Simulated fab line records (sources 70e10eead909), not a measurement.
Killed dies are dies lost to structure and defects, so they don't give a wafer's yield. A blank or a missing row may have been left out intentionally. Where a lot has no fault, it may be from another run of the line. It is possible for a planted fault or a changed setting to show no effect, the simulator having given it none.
Which tool is to blame? | flow nand_harc | 14 lots, 42 wafers sampled, at 5 steps of a route of 1159

== WHAT EACH GAUGE READ, for each wafer ==
NHARC_END_SORT_01. Usual: killed_at_array 28, standard deviation 11; killed_at_other 0.8, standard deviation 1.1; killed_at_periphery 3.3, standard deviation 2.8; killed_dies 32, standard deviation 11; killed_open 3.3, standard deviation 1.9; killed_short 1.9, standard deviation 1.4.
lot  | measured     | on        | killed_at_array | killed_at_other | killed_at_periphery | killed_dies | killed_open | killed_short | flag
L278 | day 24 01:06 | prober-01 | 18 9 14         | 0 0 0           | 6 16 8              | 24 25 22    | 1 4 1       | 2 1 1        |

== WHAT TOOL EACH LOT RAN ON (gives the tool, then ch and the chambers of the sampled wafers, and finally the start) ==
lot  | NHARC_P_GATE_DEGAS_109       | NHARC_P_CONTACT_CMP_01        | NHARC_P_CONTACT_ETCH_31            | NHARC_P_CONTACT_CMP_24
L262 | pvd_sputter-01, day 5 13:58  | cmp-03 ch 0,2,3, day 5 15:43  | rie_diel-09 ch 1,2,3, day 5 17:20  | cmp-03 ch 2,3, day 6 03:49
L263 | pvd_sputter-01, day 5 14:41  | cmp-03 ch 1,2,3, day 5 16:43  | rie_diel-01 ch 1,2,3, day 5 18:21  | cmp-03 ch 1,2, day 6 04:21
L266 | pvd_sputter-03, day 6 10:13  | cmp-03 ch 0,1,2, day 6 11:59  | rie_diel-13 ch 0,2,3, day 6 13:43  | cmp-02 ch 0,1,2, day 6 18:35
L267 | pvd_sputter-02, day 6 10:34  | cmp-01 ch 1,2,3, day 6 12:20  | rie_diel-09 ch 1,2,3, day 6 14:05  | cmp-02 ch 1,2, day 6 19:01
L269 | pvd_sputter-03, day 7 03:40  | cmp-03 ch 2,3, day 7 05:24    | rie_diel-09 ch 0,2, day 7 07:02    | cmp-03 ch 1,2,3, day 7 09:03
L268 | pvd_sputter-03, day 7 04:28  | cmp-01 ch 0,1,2, day 7 06:26  | rie_diel-13 ch 0,1,2, day 7 08:14  | cmp-03 ch 0,2,3, day 7 10:10
L271 | pvd_sputter-03, day 7 15:50  | cmp-01 ch 0,1,2, day 7 17:34  | rie_diel-13 ch 0,1,2, day 7 19:13  | cmp-03 ch 0,1,3, day 8 01:51
L273 | pvd_sputter-01, day 8 02:43  | cmp-02 ch 0,2,3, day 8 04:30  | rie_diel-01 ch 1,2,3, day 8 06:14  | cmp-02 ch 0,1, day 8 08:11
L274 | pvd_sputter-02, day 8 20:28  | cmp-03 ch 0,1, day 8 22:14    | rie_diel-13 ch 0,1,3, day 9 00:01  | cmp-03 ch 0,2, day 9 01:58
L278 | pvd_sputter-01, day 9 13:55  | cmp-01 ch 0,2, day 9 15:45    | rie_diel-13 ch 0,3, day 9 17:31    | cmp-03 ch 0,1, day 10 01:31
L279 | pvd_sputter-01, day 9 19:32  | cmp-03 ch 1,2,3, day 9 21:24  | rie_diel-13 ch 0,2,3, day 9 22:59  | cmp-02 ch 0,3, day 10 02:48
L280 | pvd_sputter-02, day 9 19:59  | cmp-01 ch 0,1,3, day 9 21:44  | rie_diel-01 ch 0,2,3, day 10 00:53 | cmp-03 ch 1,2,3, day 10 03:19
L283 | pvd_sputter-02, day 10 16:26 | cmp-03 ch 2,3, day 10 18:10   | rie_diel-01 ch 0,2,3, day 10 19:50 | cmp-02 ch 0,1,3, day 11 04:19
L285 | pvd_sputter-03, day 11 01:00 | cmp-02 ch 0,1,3, day 11 02:53 | rie_diel-09 ch 1,2,3, day 11 04:35 | cmp-01 ch 0,2, day 11 06:33
- NHARC_P_GATE_DEGAS_109: time 60 s.
- NHARC_P_CONTACT_CMP_01: polishes SiO2, target thk 200 nm.
- NHARC_P_CONTACT_ETCH_31: etches the open film in CH3F/O2, target depth 30 nm, time 85.7 s.
- NHARC_P_CONTACT_CMP_24: polishes, t overpolish 30 s, target thk 200 nm.

== AS READ BY THE TOOLS THEMSELVES (means over the sampled wafers that have a number; for cases with no such wafer, the mark the record gives instead) ==
NHARC_P_GATE_DEGAS_109. Usual: heater_power_w 456 W, standard deviation 33; susceptor_temp_C 299.99 C, standard deviation 0.18.
lot  | tool           | heater_power_w (W) | susceptor_temp_C (C) | flag
L262 | pvd_sputter-01 | 468                | 300.16               |
L263 | pvd_sputter-01 | 469                | 299.99               |
L266 | pvd_sputter-03 | 450                | 300.19               |
L267 | pvd_sputter-02 | 423                | 300.09               |
L269 | pvd_sputter-03 | 467                | 299.79               |
L268 | pvd_sputter-03 | 450                | 300.03               |
L271 | pvd_sputter-03 | 462                | 299.97               |
L273 | pvd_sputter-01 | 467                | 299.92               |
L274 | pvd_sputter-02 | 480                | 300.14               |
L278 | pvd_sputter-01 | 468                | 299.92               |
L279 | pvd_sputter-01 | 453                | 299.92               |
L280 | pvd_sputter-02 | 421                | 299.96               |
L283 | pvd_sputter-02 | 474                | 299.90               |
L285 | pvd_sputter-03 | 486                | 299.98               |

NHARC_P_CONTACT_CMP_01. Usual: motor_current_A at 12.0 A, with a standard deviation of 1.2.
lot  | tool   | motor_current_A (A) | flag
L262 | cmp-03 | 12.3                |
L263 | cmp-03 | 12.7                |
L266 | cmp-03 | 11.8                |
L267 | cmp-01 | 11.4                |
L269 | cmp-03 | 13.1                |
L268 | cmp-01 | 11.9                |
L271 | cmp-01 | 12.1                |
L273 | cmp-02 | 11.2                |
L274 | cmp-03 | 12.7                |
L278 | cmp-01 | 12.8                |
L279 | cmp-03 | 12.8                |
L280 | cmp-01 | 11.2                |
L283 | cmp-03 | 12.4                |
L285 | cmp-02 | 11.3                |

NHARC_P_CONTACT_ETCH_31. Usual: drypump_motor_current_A 5.63 A, standard deviation 0.28; oes_product_au 0.981 a.u., standard deviation 0.016; rf_vpp_V 243.8 V, standard deviation 1.5; showerhead_plenum_p_Torr 2.42 Torr, standard deviation 0.095; throttle_valve_pct 20.663 %, standard deviation 0.01.
lot  | tool        | drypump_motor_current_A (A) | oes_product_au (a.u.) | rf_vpp_V (V) | showerhead_plenum_p_Torr (Torr) | throttle_valve_pct (%) | flag
L262 | rie_diel-09 | 5.56                        | 0.949                 | 244.0        | 2.43                            | 20.665                 |
L263 | rie_diel-01 | 5.70                        | 0.975                 | 243.0        | 2.33                            | 20.658                 |
L266 | rie_diel-13 | 5.56                        | 0.959                 | 244.3        | 2.44                            | 20.661                 |
L267 | rie_diel-09 | 5.53                        | 0.989                 | 244.2        | 2.43                            | 20.657                 |
L269 | rie_diel-09 | 5.61                        | 0.996                 | 244.6        | 2.48                            | 20.667                 |
L268 | rie_diel-13 | 5.67                        | 0.993                 | 244.5        | 2.43                            | 20.678                 |
L271 | rie_diel-13 | 5.67                        | 0.979                 | 243.4        | 2.43                            | 20.663                 |
L273 | rie_diel-01 | 5.70                        | 0.960                 | 242.5        | 2.32                            | 20.653                 |
L274 | rie_diel-13 | 5.50                        | 0.979                 | 244.3        | 2.48                            | 20.662                 |
L278 | rie_diel-13 | 5.39                        | 0.662                 | 244.6        | 2.49                            | 20.661                 | OFF
L279 | rie_diel-13 | 5.57                        | 0.661                 | 243.8        | 2.44                            | 20.666                 | OFF
L280 | rie_diel-01 | 5.77                        | 0.987                 | 243.7        | 2.37                            | 20.665                 |
L283 | rie_diel-01 | 5.79                        | 0.977                 | 244.2        | 2.36                            | 20.655                 |
L285 | rie_diel-09 | 5.57                        | 1.004                 | 243.7        | 2.42                            | 20.660                 |

NHARC_P_CONTACT_CMP_24. Usual: motor_current_A 11.9 A, standard deviation 1.2; overpolish_run_s 30.000 s, standard deviation 0.0086; time_to_endpoint_s 39 s, standard deviation 3.6.
lot  | tool   | motor_current_A (A) | overpolish_run_s (s) | time_to_endpoint_s (s) | flag
L262 | cmp-03 | 12.1                | 30.005               | 41                     |
L263 | cmp-03 | 11.8                | 29.992               | 39                     |
L266 | cmp-02 | 11.1                | 30.005               | 42                     |
L267 | cmp-02 | 12.4                | 29.998               | 37                     |
L269 | cmp-03 | 12.7                | 29.991               | 39                     |
L268 | cmp-03 | 12.7                | 30.006               | 45                     |
L271 | cmp-03 | 13.1                | 29.996               | 43                     |
L273 | cmp-02 | 10.8                | 30.001               | 42                     |
L274 | cmp-03 | 11.1                | 29.999               | 41                     |
L278 | cmp-03 | 12.0                | 30.006               | 42                     |
L279 | cmp-02 | 10.5                | 29.999               | 36                     |
L280 | cmp-03 | 12.9                | 30.006               | 38                     |
L283 | cmp-02 | 10.9                | 30.000               | 40                     |
L285 | cmp-01 | 12.6                | 30.010               | 39                     |

== THE ANSWER, worked out from the rows above alone ==
Rule: take the mean of a lot's wafers that have a number; if it is more than 3 standard deviations from the usual mean, the lot is off. Also off: a lot with no number at a reading for which 4 or more lots have one. The other lots that the step has rows for count as sound. Order of review: gauges by route order, followed by the tools' own readings, for which a lot's mean as printed above is used. At the first step where some lot is off, the reading lying furthest off is the one used; lots without a number count as furthest.
Off: L278, L279 (NHARC_P_CONTACT_ETCH_31, oes_product_au).
If a tool, at that step or one of the process steps before it, ran each lot that is off and ran no sound lot following the first of them, it fits. Can't be told from this: 2 tools fit, pvd_sputter-01 at NHARC_P_GATE_DEGAS_109, rie_diel-13 at NHARC_P_CONTACT_ETCH_31.

== WHAT THE SIMULATOR PUT IN ==
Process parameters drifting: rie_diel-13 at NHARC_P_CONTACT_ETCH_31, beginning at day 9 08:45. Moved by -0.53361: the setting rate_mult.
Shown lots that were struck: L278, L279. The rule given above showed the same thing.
